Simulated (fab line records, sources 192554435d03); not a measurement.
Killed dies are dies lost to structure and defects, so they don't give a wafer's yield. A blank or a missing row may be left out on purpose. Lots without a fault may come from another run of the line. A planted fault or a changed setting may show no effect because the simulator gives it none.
Problem report in the 8D (eight disciplines) form, filled by code | flow n5_finfet | the parts of the form that need people (team, actions taken, sign-off) are left out

1. THE PROBLEM
run_length_s at N5_BEOL_M4_CO_CAP_55 reads a mean of 177.3 s on 8 wafers of 3 lots; wafers without a fault read 124.7 s with a standard deviation of 0.6. That is +88 standard deviations from the usual mean.
The step: material Co, precursor CCTBA/H2, target thk 2 nm, time 102.1 s.
First seen on wafer L945.2, day 11 14:59, on cvd_co-02. The record holds 29 wafers of 10 lots with a number at this step. Rule for "out", or "out of limits": more than 4 standard deviations from the usual mean. The other wafers with a number count as sound.

2. WHAT IT IS AND WHAT IT IS NOT
question                    | is                     | is not
which readings at this step | run_length_s           | chamber_pressure_Torr, heater_power_w
which lots                  | L945, L946, L949       | L933, L935, L937, L942, L948, L953, L955
which wafers of those lots  | all that have a number | -
read on which tools         | cvd_co-02              | cvd_co-01
when                        | from day 11 14:59      | up to then (12 sound wafers); but 9 sound wafers of L948, L953, L955 came after

3. SUSPECTS, AND WHAT RULES EACH OUT
Counting: a tool at a process step up to the reading stays a suspect if it ran every lot that is out and no sound lot after the first of them.
- cvd_co-02 at N5_BEOL_M4_CO_CAP_55 (material Co, precursor CCTBA/H2, target thk 2 nm, time 102.1 s): ruled out as a lasting fault. Sound lots L955 ran on it after its first lot that is out, L945 (day 11 14:59).
Left after counting: nothing in the record.

4. THE CAUSE (what the simulator had put in)
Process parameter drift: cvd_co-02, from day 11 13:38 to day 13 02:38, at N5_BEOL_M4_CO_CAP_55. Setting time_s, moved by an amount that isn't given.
Counting ruled it out, wrongly.

5. THE CHAIN OF EFFECTS, in route order
Each row: a reading whose mean over the struck wafers that have a number lies more than 3 standard deviations from the usual. Only readings for which the record gives a usual standard deviation are gone through. hours: the time from each lot's start at the first step in this table that gives one to its start at this step, as a median over the lots. sigmas: the change in usual standard deviations.
hours | step                 | reading      | usual   | on struck wafers | change | sigmas
0     | N5_BEOL_M4_CO_CAP_55 | run_length_s | 124.7 s | 177.3            | +52.6  | +88
The process steps in it:
- N5_BEOL_M4_CO_CAP_55: material Co, precursor CCTBA/H2, target thk 2 nm, time 102.1 s.
Later measuring or inspecting steps at which every struck wafer that the step has a row for has a number for every such reading, and none has moved that far: N5_BEOL_M4_RC_MEAS_101.

6. WHAT WOULD HAVE CAUGHT IT SOONER
In this record the first reading out of limits was taken at day 11 14:59, 1 hour after the fault began at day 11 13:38.
